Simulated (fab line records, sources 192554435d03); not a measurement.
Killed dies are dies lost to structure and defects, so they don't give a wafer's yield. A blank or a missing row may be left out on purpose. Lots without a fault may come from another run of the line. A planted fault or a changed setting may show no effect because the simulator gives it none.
fab line records | flow n5_finfet
record lots=5 wafers=15 last_day=16
route steps=1938 shown BEOL_M6@1247 BEOL_M7@1263
lots that met no fault: from a run of the same line without faults
start_h: hours from the record's first day to the start of the lot's first wafer shown | wait_h: hours since the lot's step before | " the same as in the row above | L1.1+2: a row that stands for several wafers | - no value, or no start given | * or withheld: withheld | < > ~ a bound
route shown NAME@n: a module of which the file shows steps, and the number in the route of the first | usual: mean/standard deviation of fault-free wafers | same: alike in all rows | chamber/n: place in a boat | sites: the reading at each site | _std_site: their standard deviation | _edge_site: outer sites' mean less inner sites' | radius_mm: how far each site lies from the wafer's centre | mask NAME#n: copy n | behind: the tool/chamber that last shaped the wafer | hold: why the lot was held/for how many hours/how that ended | device: the transistor (n, p or np) that didn't switch | end of line: the same wafers' tests at the end of the route | a step without rows: its recipe alone | killed: dies lost to structure and defects at the first sort, not the wafer's yield | map: a wafer's dies, x killed, . not, _ none there
set.NAME: the setting as run; set.NAME@STEP: as run at that earlier step | model.NAME: the simulator's own value behind a step, which no gauge read
lots at some steps of the route; a table a step, a row a wafer
services: from which hour (start_h, from the record's first day; less than 0 if before it) a tool's chamber was out of use, for how many hours, and why
## steps
# step N5_BEOL_M6_CD_MEAS_35
# recipe target_cd_nm=40 target_cd_y_nm=28 polarity=opening
# usual cd_nm=39.6/0.7
# columns lot.wafer tool chamber start_h wait_h cd_nm
L076.2 cd_sem-03 - 191.94 0.0 40.5
L076.3 " - " " 39.3
L076.5 " - " " 40.1
L081.1 cd_sem-01 - 216.25 0.0 40.1
L081.3 " - " " 40.2
L081.6 " - " " 40.4
L085.2 cd_sem-03 - 246.17 0.0 39.9
L085.3 " - " " 40.1
L085.6 " - " " 39.8
L089.1 cd_sem-03 - 276.96 0.0 39.7
L089.4 " - " " 40.2
L089.6 " - " " 38.5
L094.1 cd_sem-03 - 309.76 0.0 41.0
L094.5 " - " " 40.0
L094.6 " - " " 40.1
# step N5_BEOL_M6_CURE_75
# recipe temp_c=370 time_s=120 ambient=DMADMS/He material=SiCOH_lowk
# usual lamp_power_pct=52.31/0.057 wafer_temp_C_max=371.8/0.59
# columns lot.wafer tool chamber start_h wait_h lamp_power_pct wafer_temp_C_max
L076.2 uv_cure-01 0 192.03 0.1 52.23 371.8
L076.3 " 0 " " 52.39 371.8
L076.5 " 0 " " 52.30 371.3
L081.1 uv_cure-03 1 216.29 0.0 52.36 370.8
L081.3 " 1 " " 52.34 370.8
L081.6 " 1 " " 52.33 371.0
L085.2 uv_cure-03 2 246.26 0.1 52.29 371.3
L085.3 " 2 " " 52.26 371.3
L085.6 " 2 " " 52.37 371.5
L089.1 uv_cure-01 2 277.13 0.2 52.36 372.1
L089.4 " 2 " " 52.41 372.2
L089.6 " 2 " " 52.27 372.6
L094.1 uv_cure-01 0 309.80 0.0 52.30 371.9
L094.5 " 0 " " 52.26 372.1
L094.6 " 0 " " 52.34 372.9
# step N5_BEOL_M6_DEGAS_44
# recipe ambient=vacuum temp_c=250 time_s=60
# usual heater_power_w=354/51
# columns lot.wafer tool chamber start_h wait_h heater_power_w
L076.2 pvd_sputter-03 - 192.51 0.4 306
L076.3 " - " " 398
L076.5 " - " " 326
L081.1 pvd_sputter-02 - 216.87 0.5 405
L081.3 " - " " 320
L081.6 " - " " 325
L085.2 pvd_sputter-01 - 246.77 0.5 258
L085.3 " - " " 330
L085.6 " - " " 338
L089.1 pvd_sputter-03 - 277.60 0.4 358
L089.4 " - " " 402
L089.6 " - " " 353
L094.1 pvd_sputter-03 - 310.71 0.9 327
L094.5 " - " " 351
L094.6 " - " " 331
# step N5_BEOL_M6_PRE_CLEAN_45
# recipe gas=H2/He time_s=30 temp_c=250
# usual heater_power_w=355/51
# columns lot.wafer tool chamber start_h wait_h heater_power_w
L076.2 pvd_sputter-03 - 192.55 0.0 312
L076.3 " - " " 394
L076.5 " - " " 329
L081.1 pvd_sputter-02 - 216.91 0.0 405
L081.3 " - " " 321
L081.6 " - " " 318
L085.2 pvd_sputter-01 - 246.81 0.0 261
L085.3 " - " " 341
L085.6 " - " " 339
L089.1 pvd_sputter-03 - 277.64 0.0 357
L089.4 " - " " 404
L089.6 " - " " 348
L094.1 pvd_sputter-03 - 310.75 0.0 316
L094.5 " - " " 363
L094.6 " - " " 323
# step N5_BEOL_M6_ALD_77
# recipe material=TaN target_thk_a=20 temp_c=275 ald_precursor_family=PDMAT ald_co_reactant=NH3 pressure_torr=3 carrier_flow_sccm=1500 pulse_time_s=2 purge_time_s=3 co_reactant_purge_time_s=2 co_reactant_pulse_time_s=3 ald_cycles=40 precursor_vessel_temp_c=75 precursor_vessel_pressure_torr=26.25 precursor_vessel_carrier_sccm=1000
# usual chamber_pressure_Torr=3.000/0.0067 heater_power_w=422/53 precursor_vessel_temp_c=75.00/0.11
# same ald_cycles=40 co_reactant_purge_time_s=2 pulse_time_s=2
# columns lot.wafer tool chamber start_h wait_h chamber_pressure_Torr heater_power_w precursor_vessel_temp_c
L076.2 ald_metal-04 2 192.76 0.2 3.007 361 74.85
L076.3 " 1 " " 2.999 436 75.06
L076.5 " 3 " " 3.009 538 74.91
L081.1 ald_metal-02 0 217.05 0.1 3.001 371 74.86
L081.3 " 1 " " 3.004 383 74.80
L081.6 " 1 " " 3.009 407 74.72
L085.2 ald_metal-04 3 246.88 0.0 3.006 527 75.00
L085.3 " 0 " " 2.994 389 74.99
L085.6 " 0 " " 3.000 393 75.04
L089.1 ald_metal-02 2 277.70 0.0 2.989 489 74.93
L089.4 " 0 " " 2.998 367 75.03
L089.6 " 2 " " 2.998 499 75.01
L094.1 ald_metal-02 2 310.81 0.0 3.008 491 75.09
L094.5 " 1 " " 2.997 401 74.82
L094.6 " 2 " " 3.001 484 75.08
# step N5_BEOL_M6_SURFACE_TREAT_79
# recipe gas=Ar time_s=* ion_energy_ev=* ion_current_ma_cm2=0.5 pressure_mtorr=* ar_flow_sccm=30
# usual throttle_valve_pct=*
# columns lot.wafer tool chamber start_h wait_h throttle_valve_pct
L076.2 pvd_sputter-03 - 193.23 0.3 *
L076.3 " - " " *
L076.5 " - " " *
L081.1 pvd_sputter-03 - 217.39 0.2 *
L081.3 " - " " *
L081.6 " - " " *
L085.2 pvd_sputter-02 - 247.24 0.2 *
L085.3 " - " " *
L085.6 " - " " *
L089.1 pvd_sputter-03 - 278.00 0.2 *
L089.4 " - " " *
L089.6 " - " " *
L094.1 pvd_sputter-03 - 311.15 0.2 *
L094.5 " - " " *
L094.6 " - " " *
# step N5_BEOL_M6_CVD_78
# recipe material=Co target_thk_a=20 temp_c=withheld precursor=CCTBA/H2 pressure_torr=30 time_s=142.3
# usual chamber_pressure_Torr=30.00/0.066
# columns lot.wafer tool chamber start_h wait_h chamber_pressure_Torr
L076.2 cvd_co-01 2 193.52 0.3 29.97
L076.3 " 1 " " 30.01
L076.5 " 1 " " 29.97
L081.1 cvd_co-02 1 217.46 0.1 30.05
L081.3 " 0 " " 30.00
L081.6 " 1 " " 30.02
L085.2 cvd_co-02 0 247.51 0.3 29.83
L085.3 " 1 " " 30.01
L085.6 " 0 " " 29.87
L089.1 cvd_co-01 2 278.11 0.1 29.93
L089.4 " 2 " " 30.02
L089.6 " 0 " " 29.94
L094.1 cvd_co-02 2 311.21 0.0 30.02
L094.5 " 0 " " 29.92
L094.6 " 1 " " 30.02
# step N5_BEOL_M6_SPUTTER_48
# recipe material=Cu target_thk_a=100 temp_c=-20 bias_v=60 power_w=26000 chamber_pressure_pa=0.13 time_s=1.667
# usual chuck_sensor_temp_C=-15.7/0.52 throttle_valve_pct=30.5/0.81
# columns lot.wafer tool chamber start_h wait_h chuck_sensor_temp_C throttle_valve_pct
L076.2 pvd_sputter-02 - 193.97 0.4 -15.5 31.4
L076.3 " - " " -14.9 29.9
L076.5 " - " " -15.2 31.6
L081.1 pvd_sputter-03 - 217.61 0.1 -15.1 29.7
L081.3 " - " " -15.8 31.3
L081.6 " - " " -15.8 31.1
L085.2 pvd_sputter-01 - 247.67 0.1 -16.4 31.6
L085.3 " - " " -16.1 30.1
L085.6 " - " " -16.4 30.2
L089.1 pvd_sputter-01 - 278.60 0.4 -16.2 30.3
L089.4 " - " " -16.4 30.2
L089.6 " - " " -16.5 30.2
L094.1 pvd_sputter-03 - 311.32 0.1 -16.1 29.7
L094.5 " - " " -15.1 29.6
L094.6 " - " " -16.4 29.4
# step N5_BEOL_M6_ECD_50
# recipe material=Cu target_thk_a=3000
# columns lot.wafer tool chamber start_h wait_h
L076.2+3+5 ecd_cu-02 1,0,0 194.08 0.1
L081.1+3+6 ecd_cu-01 0,0,1 217.73 0.1
L085.2+3+6 ecd_cu-01 0 247.79 0.1
L089.1+4+6 ecd_cu-02 0,0,1 278.72 0.1
L094.1+5+6 ecd_cu-02 1,1,0 311.44 0.1
# step N5_BEOL_M6_ANNEAL_51
# recipe temp_c=225 time_s=90 ambient=N2
# usual wafer_temp_C_max=225.82/0.24
# columns lot.wafer tool chamber start_h wait_h wafer_temp_C_max
L076.2 rtp_anneal-02 0 194.41 0.3 225.51
L076.3 " 0 " " 225.80
L076.5 " 0 " " 225.54
L081.1 rtp_anneal-01 0 217.97 0.2 226.03
L081.3 " 0 " " 225.99
L081.6 " 0 " " 225.58
L085.2 rtp_anneal-02 0 248.09 0.3 225.94
L085.3 " 0 " " 225.46
L085.6 " 0 " " 225.60
L089.1 rtp_anneal-01 0 279.79 1.0 225.76
L089.4 " 0 " " 225.71
L089.6 " 0 " " 225.97
L094.1 rtp_anneal-02 0 311.53 0.1 225.53
L094.5 " 0 " " 226.06
L094.6 " 0 " " 225.80
# step N5_BEOL_M6_CMP_52
# recipe stop_on=SiCOH_lowk t_overpolish_s=6.9 down_force_psi=1 platen_rpm=50 clearing_platen_down_force_psi=1.5 clearing_platen_rpm=50 post_cmp_clean=cu_alkaline target_thk_nm=80 clearing_platen_pad_velocity_m_s=0.99484 pad_velocity_m_s=0.99484
# usual barrier_field_endpoint_s=28.7/0.73 clearing_platen_down_force_psi=1.500/0.0033 motor_current_A=6.1/0.45 overpolish_run_s=6.900/0.0092 platen_rpm=50.00/0.032 time_to_endpoint_s=61/3.5
# columns lot.wafer tool chamber start_h wait_h barrier_field_endpoint_s clearing_platen_down_force_psi motor_current_A overpolish_run_s platen_rpm time_to_endpoint_s
L076.3 cmp-03 0 194.70 0.2 28.4 1.507 6.3 6.902 49.99 66
L076.2 " 1 " " 27.3 1.491 5.6 6.906 50.01 60
L076.5 " 0 " " 29.5 1.502 6.1 6.881 49.92 67
L081.1 cmp-03 1 218.31 0.3 27.1 1.502 5.3 6.901 50.02 58
L081.3 " 3 " " 27.2 1.505 5.5 6.900 50.01 56
L081.6 " 1 " " 28.3 1.498 5.5 6.893 50.01 60
L085.3 cmp-04 2 248.39 0.2 28.4 1.499 5.8 6.895 49.99 58
L085.2 " 3 " " 27.7 1.498 7.4 6.908 50.00 57
L085.6 " 2 " " 27.9 1.499 5.7 6.903 49.98 55
L089.1 cmp-02 1 280.10 0.3 28.8 1.496 5.9 6.897 50.02 57
L089.4 " 2 " " 29.2 1.496 6.0 6.894 50.08 58
L089.6 " 1 " " 28.5 1.499 6.1 6.906 50.05 60
L094.1 cmp-04 3 311.83 0.3 29.8 1.497 7.4 6.906 49.99 65
L094.6 " 3 " " 30.3 1.500 7.3 6.904 50.00 66
L094.5 " 0 " " 29.8 1.498 5.2 6.894 49.99 67
# step N5_BEOL_M6_THK_MEAS_53
# recipe thk_meas_gauge=xrf reads=Cu_of_BEOL_M6_ECD_50
# usual M6_THK=80.2/2
# columns lot.wafer tool chamber start_h wait_h M6_THK[nm]
L076.2 film_metro-01 - 194.95 - 76.1
L076.3 " - " " 82.6
L076.5 " - " " 79.8
L081.1 film_metro-02 - 218.56 - 80.0
L081.3 " - " " 77.9
L081.6 " - " " 80.1
L085.2 film_metro-02 - 248.69 - 79.2
L085.3 " - " " 79.3
L085.6 " - " " 80.4
L089.1 film_metro-01 - 280.39 - 79.4
L089.4 " - " " 78.1
L089.6 " - " " 81.3
L094.1 film_metro-01 - 312.12 - 80.6
L094.5 " - " " 80.7
L094.6 " - " " 79.5
# step N5_BEOL_M6_PRE_CLEAN_55
# recipe gas=NH3 time_s=15 temp_c=withheld rf_power_w=300
# columns lot.wafer tool chamber start_h wait_h
L076.2+3+5 pecvd-03 0,1,0 194.99 0.0
L081.1+3+6 pecvd-02 1,0,1 218.60 0.0
L085.2+3+6 pecvd-01 1,0,0 248.72 0.0
L089.1+4+6 pecvd-02 2,1,0 280.43 0.0
L094.1+5+6 pecvd-03 1,1,2 312.16 0.0
# step N5_BEOL_M6_DEP_56
# recipe material=SiCN target_thk_a=100 temp_c=withheld precursor=3MS/NH3 pressure_torr=3 rf_w=202 time_s=17.5
# usual chamber_pressure_Torr=3.000/0.0065 showerhead_plenum_p_Torr=3.668/0.013 throttle_valve_pct=9.3/0.68
# columns lot.wafer tool chamber start_h wait_h chamber_pressure_Torr showerhead_plenum_p_Torr throttle_valve_pct
L076.2 pecvd-03 0 195.02 0.0 2.994 3.664 9.4
L076.3 " 1 " " 2.988 3.675 9.0
L076.5 " 0 " " 2.999 3.653 9.5
L081.1 pecvd-02 1 218.63 0.0 3.004 3.700 9.1
L081.3 " 0 " " 2.989 3.669 9.8
L081.6 " 1 " " 3.008 3.683 9.0
L085.2 pecvd-01 1 248.75 0.0 2.998 3.677 10.7
L085.3 " 0 " " 2.999 3.650 9.7
L085.6 " 0 " " 2.997 3.662 9.6
L089.1 pecvd-02 2 280.46 0.0 2.998 3.656 8.3
L089.4 " 1 " " 2.999 3.685 8.9
L089.6 " 0 " " 2.997 3.642 9.4
L094.1 pecvd-03 1 312.19 0.0 2.996 3.670 9.4
L094.5 " 1 " " 2.996 3.684 8.9
L094.6 " 2 " " 3.006 3.669 9.3
# step N5_BEOL_M6_RS_MEAS_57
# recipe thk_meas_gauge=four-point-probe reads=Cu_of_BEOL_M6_ECD_50+Co_of_BEOL_M6_CVD_78+TaN_of_BEOL_M6_ALD_77
# usual M6_RS=0.289/0.0085
# columns lot.wafer tool chamber start_h wait_h M6_RS[ohm/sq]
L076.2 film_metro-02 - 195.09 0.1 0.309
L076.3 " - " " 0.283
L076.5 " - " " 0.292
L081.1 film_metro-01 - 218.69 0.1 0.288
L081.3 " - " " 0.297
L081.6 " - " " 0.288
L085.2 film_metro-01 - 248.82 0.1 0.287
L085.3 " - " " 0.289
L085.6 " - " " 0.284
L089.1 film_metro-02 - 280.53 0.1 0.293
L089.4 " - " " 0.299
L089.6 " - " " 0.285
L094.1 film_metro-02 - 312.26 0.1 0.284
L094.5 " - " " 0.283
L094.6 " - " " 0.288
# step N5_BEOL_M6_INSPECT_58
# recipe inspect_instrument=darkfield mode=post_dep
# usual raw_defect_count=73/23
# columns lot.wafer tool chamber start_h wait_h raw_defect_count
L076.2 defect_inspect-02 - 195.11 0.0 71
L076.3 " - " " 100
L076.5 " - " " 82
L081.1 defect_inspect-01 - 218.72 0.0 56
L081.3 " - " " 48
L081.6 " - " " 48
L085.2 defect_inspect-01 - 248.84 0.0 72
L085.3 " - " " 66
L085.6 " - " " 74
L089.1 defect_inspect-01 - 280.55 0.0 104
L089.4 " - " " 76
L089.6 " - " " 65
L094.1 defect_inspect-02 - 312.28 0.0 59
L094.5 " - " " 59
L094.6 " - " " 84
# step N5_BEOL_M7_ILD_DEP_00
# recipe material=SiCOH_lowk target_thk_a=1797.5 temp_c=300 precursor=DEMS/porogen pressure_torr=5 rf_w=500 time_s=33.4
# usual chamber_pressure_Torr=5.000/0.01 heater_power_w=299/50 showerhead_plenum_p_Torr=5.740/0.016 throttle_valve_pct=14.1/1.2
# columns lot.wafer tool chamber start_h wait_h chamber_pressure_Torr heater_power_w showerhead_plenum_p_Torr throttle_valve_pct
L076.2 pecvd-01 2 195.15 0.0 4.989 343 5.743 13.7
L076.3 " 0 " " 4.997 258 5.737 15.1
L076.5 " 2 " " 5.001 338 5.756 13.6
L081.1 pecvd-01 2 218.76 0.0 5.013 309 5.738 14.0
L081.3 " 1 " " 5.001 339 5.746 16.2
L081.6 " 2 " " 5.020 319 5.752 13.7
L085.2 pecvd-02 0 248.88 0.0 4.993 330 5.739 14.6
L085.3 " 1 " " 4.995 216 5.777 13.5
L085.6 " 2 " " 5.000 262 5.719 12.7
L089.1 pecvd-01 1 280.59 0.0 4.994 378 5.749 16.1
L089.4 " 1 " " 5.017 312 5.758 16.4
L089.6 " 1 " " 5.005 325 5.743 16.1
L094.1 pecvd-02 1 312.34 0.1 5.011 268 5.776 13.6
L094.5 " 1 " " 5.002 207 5.761 13.6
L094.6 " 0 " " 5.004 383 5.735 14.7
# step N5_BEOL_M7_CURE_74
# recipe temp_c=385 time_s=240 ambient=He/Ar material=SiCOH_lowk
# usual lamp_power_pct=52.31/0.054 wafer_temp_C_max=386.8/0.73
# columns lot.wafer tool chamber start_h wait_h lamp_power_pct wafer_temp_C_max
L076.2 uv_cure-03 1 195.29 0.1 52.30 385.8
L076.3 " 1 " " 52.34 385.3
L076.5 " 1 " " 52.27 386.1
L081.1 uv_cure-02 1 218.82 0.0 52.28 386.6
L081.3 " 1 " " 52.33 386.4
L081.6 " 1 " " 52.29 386.4
L085.2 uv_cure-01 0 249.02 0.1 52.33 386.6
L085.3 " 0 " " 52.43 387.1
L085.6 " 0 " " 52.42 387.3
L089.1 uv_cure-03 1 280.74 0.1 52.23 386.0
L089.4 " 1 " " 52.30 386.7
L089.6 " 1 " " 52.29 386.6
L094.1 uv_cure-03 0 312.40 0.0 52.26 387.5
L094.5 " 0 " " 52.30 387.3
L094.6 " 0 " " 52.26 386.8
# step N5_BEOL_M7_THK_MEAS_01
# recipe reads=SiCOH_lowk_of_BEOL_M7_ILD_DEP_00
# usual M7_ILD_THK=155.4/2.2
# columns lot.wafer tool chamber start_h wait_h M7_ILD_THK[nm]
L076.2 film_metro-01 - 195.73 0.4 155.4
L076.3 " - " " 155.3
L076.5 " - " " 157.6
L081.1 film_metro-01 - 219.82 0.8 157.7
L081.3 " - " " 158.2
L081.6 " - " " 159.3
L085.2 film_metro-01 - 249.46 0.4 155.6
L085.3 " - " " 151.6
L085.6 " - " " 155.1
L089.1 film_metro-01 - 281.73 0.8 154.1
L089.4 " - " " 156.8
L089.6 " - " " 158.6
L094.1 film_metro-02 - 312.93 0.4 152.2
L094.5 " - " " 151.9
L094.6 " - " " 156.8
# step N5_BEOL_M7_PECVD_70
# recipe material=SiO2 target_thk_a=200 temp_c=400 precursor=TEOS/O2 pressure_torr=5.5 rf_w=450 teos_flow_sccm=53.8 gas=O2 flow_sccm=3000 time_s=22.7
# usual chamber_pressure_Torr=5.500/0.011 heater_power_w=687/85 showerhead_plenum_p_Torr=8.78/0.052 throttle_valve_pct=22.8/1.8
# columns lot.wafer tool chamber start_h wait_h chamber_pressure_Torr heater_power_w showerhead_plenum_p_Torr throttle_valve_pct
L076.2 pecvd-02 2 195.76 0.0 5.508 631 8.75 20.3
L076.3 " 0 " " 5.500 875 8.76 23.4
L076.5 " 2 " " 5.494 640 8.75 20.6
L081.1 pecvd-01 0 219.85 0.0 5.508 720 8.70 24.1
L081.3 " 1 " " 5.497 829 8.82 26.3
L081.6 " 2 " " 5.488 723 8.84 22.1
L085.2 pecvd-02 0 249.49 0.0 5.495 866 8.73 23.5
L085.3 " 1 " " 5.496 526 8.90 21.8
L085.6 " 0 " " 5.507 877 8.74 23.6
L089.1 pecvd-04 1 281.77 0.0 5.512 674 8.74 23.2
L089.4 " 1 " " 5.518 686 8.74 22.8
L089.6 " 0 " " 5.516 606 8.76 22.7
L094.1 pecvd-01 2 312.96 0.0 5.489 810 8.80 22.4
L094.5 " 1 " " 5.505 779 8.81 26.5
L094.6 " 2 " " 5.516 791 8.82 22.0
# step N5_BEOL_M7_HM_DEP_02
# recipe material=TiN target_thk_a=200 temp_c=25 chamber_pressure_pa=0.49996
# usual throttle_valve_pct=30.4/0.87
# columns lot.wafer tool chamber start_h wait_h throttle_valve_pct
L076.2 pvd_sputter-01 - 197.85 2.1 30.3
L076.3 " - " " 30.5
L076.5 " - " " 32.3
L081.1 pvd_sputter-02 - 220.05 0.2 31.6
L081.3 " - " " 30.6
L081.6 " - " " 29.6
L085.2 pvd_sputter-03 - 249.90 0.4 29.5
L085.3 " - " " 31.5
L085.6 " - " " 29.4
L089.1 pvd_sputter-02 - 283.74 2.0 29.6
L089.4 " - " " 31.3
L089.6 " - " " 31.6
L094.1 pvd_sputter-03 - 313.45 0.5 29.7
L094.5 " - " " 29.4
L094.6 " - " " 31.3
# step N5_BEOL_M7_COAT_59
# recipe resist=SOC temp_c=250 time_s=60 spin_rpm=1500 resist_thk_nm=100
# usual dispense_pressure_kPa=47/3.2 plate_temp_C=249.99/0.17 spin_speed_rpm=1500.0/0.95
# columns lot.wafer tool chamber start_h wait_h dispense_pressure_kPa plate_temp_C spin_speed_rpm
L076.2 litho_track-01 0 197.98 0.1 45 249.93 1499.8
L076.3 " 0 " " 45 249.87 1499.7
L076.5 " 0 " " 45 249.82 1497.5
L081.1 litho_track-01 0 220.18 0.1 45 250.22 1499.5
L081.3 " 0 " " 45 250.22 1500.3
L081.6 " 0 " " 45 250.12 1499.8
L085.2 litho_track-02 0 250.03 0.1 51 249.70 1499.9
L085.3 " 0 " " 51 250.02 1500.1
L085.6 " 0 " " 51 249.93 1500.1
L089.1 litho_track-01 0 283.87 0.1 44 250.12 1501.3
L089.4 " 0 " " 44 249.98 1501.8
L089.6 " 0 " " 44 250.06 1500.9
L094.1 litho_track-02 0 313.58 0.1 51 250.36 1499.5
L094.5 " 0 " " 51 250.31 1499.7
L094.6 " 0 " " 51 250.31 1499.1
# step N5_BEOL_M7_COAT_60
# recipe resist=SiARC temp_c=220 time_s=60 spin_rpm=1500 resist_thk_nm=35
# usual dispense_pressure_kPa=47/3.2 plate_temp_C=219.98/0.15 spin_speed_rpm=1500.1/0.93
# columns lot.wafer tool chamber start_h wait_h dispense_pressure_kPa plate_temp_C spin_speed_rpm
L076.2 litho_track-01 0 - - 45 219.91 1501.3
L076.3 " 0 " " 45 219.88 1499.1
L076.5 " 0 " " 45 219.96 1499.6
L081.1 litho_track-01 0 - - 45 220.17 1500.5
L081.3 " 0 " " 45 219.87 1500.2
L081.6 " 0 " " 45 219.93 1500.0
L085.2 litho_track-02 0 - - 51 219.79 1500.3
L085.3 " 0 " " 51 219.95 1500.4
L085.6 " 0 " " 51 220.02 1501.1
L089.1 litho_track-01 0 - - 45 219.74 1501.6
L089.4 " 0 " " 45 219.74 1499.8
L089.6 " 0 " " 45 219.72 1500.8
L094.1 litho_track-02 0 - - 51 220.03 1499.4
L094.5 " 0 " " 51 220.14 1499.1
L094.6 " 0 " " 51 220.02 1500.6
# step N5_BEOL_M7_COAT_05
# recipe resist=CAR-ArF spin_rpm=1500 resist_thk_nm=90
# usual dispense_pressure_kPa=47/3.2 spin_speed_rpm=1500.1/0.94
# columns lot.wafer tool chamber start_h wait_h dispense_pressure_kPa spin_speed_rpm
L076.2 litho_track-01 0 - - 44 1500.7
L076.3 " 0 " " 45 1500.5
L076.5 " 0 " " 45 1502.2
L081.1 litho_track-01 0 - - 44 1499.8
L081.3 " 0 " " 44 1499.9
L081.6 " 0 " " 44 1498.9
L085.2 litho_track-02 0 - - 51 1500.3
L085.3 " 0 " " 51 1500.0
L085.6 " 0 " " 51 1499.3
L089.1 litho_track-01 0 - - 44 1500.5
L089.4 " 0 " " 44 1499.5
L089.6 " 0 " " 44 1500.5
L094.1 litho_track-02 0 - - 51 1500.9
L094.5 " 0 " " 51 1499.8
L094.6 " 0 " " 51 1500.0
# step N5_BEOL_M7_EBR_07
# recipe solvent=PGMEA ebr_width_mm=1.5
# columns lot.wafer tool chamber start_h wait_h
L076.2+3+5 litho_track-01 0 - -
L081.1+3+6 litho_track-01 0 - -
L085.2+3+6 litho_track-02 0 - -
L089.1+4+6 litho_track-01 0 - -
L094.1+5+6 litho_track-02 0 - -
# step N5_BEOL_M7_SOFTBAKE_06
# recipe temp_c=110 time_s=60 resist=CAR-ArF
# usual plate_temp_C=109.95/0.13
# columns lot.wafer tool chamber start_h wait_h plate_temp_C
L076.2 litho_track-01 0 - - 110.04
L076.3 " 0 " " 109.61
L076.5 " 0 " " 110.05
L081.1 litho_track-01 0 - - 109.88
L081.3 " 0 " " 109.95
L081.6 " 0 " " 110.21
L085.2 litho_track-02 0 - - 109.85
L085.3 " 0 " " 109.99
L085.6 " 0 " " 109.98
L089.1 litho_track-01 0 - - 109.92
L089.4 " 0 " " 109.94
L089.6 " 0 " " 109.88
L094.1 litho_track-02 0 - - 109.86
L094.5 " 0 " " 109.85
L094.6 " 0 " " 109.73
# step N5_BEOL_M7_EXPOSE_08
# recipe mask_id=M7 na=1.35 source_shape=dipole sigma_inner=0.817 sigma_outer=0.97 polarization=te dose_mj=68.25
# usual reticle_temp_C=22.98/0.09
# columns lot.wafer tool chamber start_h wait_h mask reticle_temp_C
L076.2 arfi_scanner-01 0 198.23 - M7#0 22.95
L076.3 " 0 " " M7#0 22.88
L076.5 " 0 " " M7#0 22.81
L081.1 arfi_scanner-01 0 220.30 - M7#0 23.01
L081.3 " 0 " " M7#0 22.97
L081.6 " 0 " " M7#0 22.91
L085.2 arfi_scanner-03 0 250.16 - M7#0 23.06
L085.3 " 0 " " M7#0 22.93
L085.6 " 0 " " M7#0 23.06
L089.1 arfi_scanner-03 0 284.11 - M7#0 23.12
L089.4 " 0 " " M7#0 23.06
L089.6 " 0 " " M7#0 23.00
L094.1 arfi_scanner-03 0 313.82 - M7#0 22.82
L094.5 " 0 " " M7#0 22.96
L094.6 " 0 " " M7#0 22.79
# step N5_BEOL_M7_PEB_09
# recipe peb_temp_c=withheld peb_time_s=60 resist=CAR-ArF
# columns lot.wafer tool chamber start_h wait_h
L076.2+3+5 litho_track-02 0 198.29 0.0
L081.1+3+6 litho_track-02 0 220.36 0.1
L085.2+3+6 litho_track-03 0 250.21 0.0
L089.1+4+6 litho_track-03 0 284.18 0.1
L094.1+5+6 litho_track-03 0 313.88 0.1
# step N5_BEOL_M7_DEVELOP_10
# recipe develop_time_s=30 developer=TMAH resist=CAR-ArF rinse_liquid=diw dry=air_spin dev_temp_c=23
# columns lot.wafer tool chamber start_h wait_h
L076.2+3+5 litho_track-02 0 - -
L081.1+3+6 litho_track-02 0 - -
L085.2+3+6 litho_track-03 0 - -
L089.1+4+6 litho_track-03 0 - -
L094.1+5+6 litho_track-03 0 - -
# step N5_BEOL_M7_CD_MEAS_11
# recipe target_cd_nm=38.5 landing_energy_ev=500 detector=se_inlens polarity=opening
# usual cd_nm=38.5/0.52
# columns lot.wafer tool chamber start_h wait_h cd_nm
L076.2 cd_sem-02 0 198.35 - 38.6
L076.3 " 0 " " 38.7
L076.5 " 0 " " 38.8
L081.1 cd_sem-02 0 220.43 - 39.0
L081.3 " 0 " " 39.1
L081.6 " 0 " " 38.7
L085.2 cd_sem-03 0 250.28 - 38.5
L085.3 " 0 " " 39.3
L085.6 " 0 " " 39.1
L089.1 cd_sem-01 0 284.24 - 38.5
L089.4 " 0 " " 38.7
L089.6 " 0 " " 38.2
L094.1 cd_sem-01 0 313.95 - 38.5
L094.5 " 0 " " 39.0
L094.6 " 0 " " 38.4
# step N5_BEOL_M7_OVL_MEAS_12
# recipe points_per_wafer=44
# usual M7_OVL=-0.5/0.65
# columns lot.wafer tool chamber start_h wait_h M7_OVL[nm]
L076.2 overlay-01 0 198.38 0.0 -0.4
L076.3 " 0 " " 0.1
L076.5 " 0 " " 0.0
L081.1 overlay-02 0 220.46 0.0 -0.2
L081.3 " 0 " " -0.4
L081.6 " 0 " " 0.8
L085.2 overlay-01 0 250.31 0.0 -0.8
L085.3 " 0 " " -0.6
L085.6 " 0 " " -0.8
L089.1 overlay-02 0 284.27 0.0 -1.9
L089.4 " 0 " " -1.3
L089.6 " 0 " " -0.5
L094.1 overlay-02 0 313.98 0.0 -1.4
L094.5 " 0 " " -0.7
L094.6 " 0 " " -0.3
# step N5_BEOL_M7_INSPECT_13
# recipe mode=adi inspect_instrument=brightfield
# usual raw_defect_count=417/87
# columns lot.wafer tool chamber start_h wait_h raw_defect_count
L076.2 defect_inspect-02 - 198.41 0.0 503
L076.3 " - " " 606
L076.5 " - " " 349
L081.1 defect_inspect-01 - 220.48 0.0 419
L081.3 " - " " 560
L081.6 " - " " 627
L085.2 defect_inspect-02 - 250.33 0.0 342
L085.3 " - " " 407
L085.6 " - " " 424
L089.1 defect_inspect-02 - 284.30 0.0 353
L089.4 " - " " 416
L089.6 " - " " 322
L094.1 defect_inspect-01 - 314.01 0.0 461
L094.5 " - " " 376
L094.6 " - " " 514
## services
# columns tool chamber start_h hours kind
arfi_scanner-01 - 168.81 1.3 pm
cvd_co-01 - 169.85 0.7 repair
cvd_co-02 - 170.89 1.5 repair
uv_cure-03 - 172.34 11.0 repair
ecd_cu-01 - 177.05 5.2 pm
arfi_scanner-03 - 181.52 1.3 pm
arfi_scanner-03 - 182.82 1.0 pm
cmp-03 - 185.30 6.0 repair
uv_cure-01 - 201.85 7.1 repair
cvd_co-02 - 219.85 1.3 repair
pecvd-03 2 237.15 4.5 repair
arfi_scanner-03 - 237.28 3.0 repair
arfi_scanner-03 - 255.99 2.5 repair
uv_cure-03 - 266.49 0.5 repair
pecvd-01 0 271.13 58.4 repair
pvd_sputter-03 - 278.15 5.5 repair
pecvd-01 2 280.52 5.9 repair
arfi_scanner-03 - 284.24 0.8 pm
pvd_sputter-02 - 294.67 5.9 repair
arfi_scanner-03 - 303.70 1.0 pm
rtp_anneal-02 - 306.38 4.2 pm
arfi_scanner-03 - 307.02 1.3 pm
pvd_sputter-01 - 310.24 2.1 repair
arfi_scanner-03 - 310.68 1.0 pm
## key
fault none
